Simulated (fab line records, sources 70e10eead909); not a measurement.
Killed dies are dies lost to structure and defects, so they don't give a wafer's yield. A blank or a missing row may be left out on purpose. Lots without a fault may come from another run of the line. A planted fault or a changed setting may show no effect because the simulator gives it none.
Problem report in the 8D (eight disciplines) form, filled by code | flow nand_harc | the parts of the form that need people (team, actions taken, sign-off) are left out

1. THE PROBLEM
cd_nm at NHARC_P_M0_CD_MEAS_09 reads a mean of 81.6 nm on 3 wafers of 2 lots; wafers without a fault read 89.7 nm with a standard deviation of 0.56. That is -15 standard deviations from the usual mean.
The step: target cd 90 nm.
First seen on wafer L192.6, day 11 03:52, on cd_sem-01. The record holds 37 wafers of 13 lots with a number at this step. Rule for "out", or "out of limits": more than 4 standard deviations from the usual mean. The other wafers with a number count as sound.

2. WHAT IT IS AND WHAT IT IS NOT
question                    | is                     | is not
which readings at this step | cd_nm                  | -
which lots                  | L192, L193             | L180, L181, L184, L195, L196, L198, L199, L200, L201, L202, L203
which wafers of those lots  | L192.6, L193.3, L193.6 | L192.5
read on which gauges        | cd_sem-01, cd_sem-02   | cd_sem-03
when                        | from day 11 03:52      | up to then (10 sound wafers); but 24 sound wafers of L195, L196, L198, L199, L200, L201, L202, L203 came after

3. SUSPECTS, AND WHAT RULES EACH OUT
Counting: a tool at a process step up to the reading stays a suspect if it ran every lot that is out. Sound lots after the first of them don't rule it out here, since some wafers of a struck lot are sound.
- the gauge at NHARC_P_M0_CD_MEAS_09: ruled out. The wafers that are out were read on 2 gauges (cd_sem-01, cd_sem-02).
- rie_diel-01 at NHARC_P_CONTACT_ETCH_35 (etches the open film in CF4, target depth 39 nm, time 65 s): kept. It ran every lot that is out, first L192 (day 11 00:06); its last sound lot up to then is L180 (day 6 00:19).
- litho_track-04 at NHARC_P_M0_PEB_07 (peb time 65 s): kept. It ran every lot that is out, first L192 (day 11 03:47); its last sound lot up to then is L180 (day 6 04:10). Its own readings are out on those wafers: heater_power_total_W.
Left after counting: rie_diel-01 at NHARC_P_CONTACT_ETCH_35, litho_track-04 at NHARC_P_M0_PEB_07.

4. THE CAUSE (what the simulator had put in)
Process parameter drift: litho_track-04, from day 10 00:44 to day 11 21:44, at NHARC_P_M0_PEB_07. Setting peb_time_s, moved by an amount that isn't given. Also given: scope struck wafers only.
Counting left 2 suspects, and this tool is among them.

5. THE CHAIN OF EFFECTS, in route order
Each row: a reading whose mean over the struck wafers that have a number lies more than 3 standard deviations from the usual. Only readings for which the record gives a usual standard deviation are gone through. hours: the time from each lot's start at the first step in this table that gives one to its start at this step, as a median over the lots. sigmas: the change in usual standard deviations.
hours | step                  | reading              | usual   | on struck wafers | change | sigmas
0     | NHARC_P_M0_PEB_07     | heater_power_total_W | 156.6 W | 175.6            | +19.0  | +48
0     | NHARC_P_M0_CD_MEAS_09 | cd_nm                | 89.7 nm | 81.6             | -8.1   | -15
The process steps in it:
- NHARC_P_M0_PEB_07: peb time 65 s.
Later measuring or inspecting steps at which every struck wafer that the step has a row for has a number for every such reading, and none has moved that far: NHARC_END_SORT_01.

6. WHAT WOULD HAVE CAUGHT IT SOONER
In this record the first reading out of limits at a measuring or inspecting step was taken at day 11 03:52, 27 hours after the fault began at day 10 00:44.
The tool's own readings at NHARC_P_M0_PEB_07 were out on every struck wafer that the step has a row for (heater_power_total_W): an alarm limit on them would have fired on the first of those.
Of the lots that are out (2), L193 began NHARC_P_M0_PEB_07 on litho_track-04 after day 11 03:52. A hold on the tool at that time would have spared it.
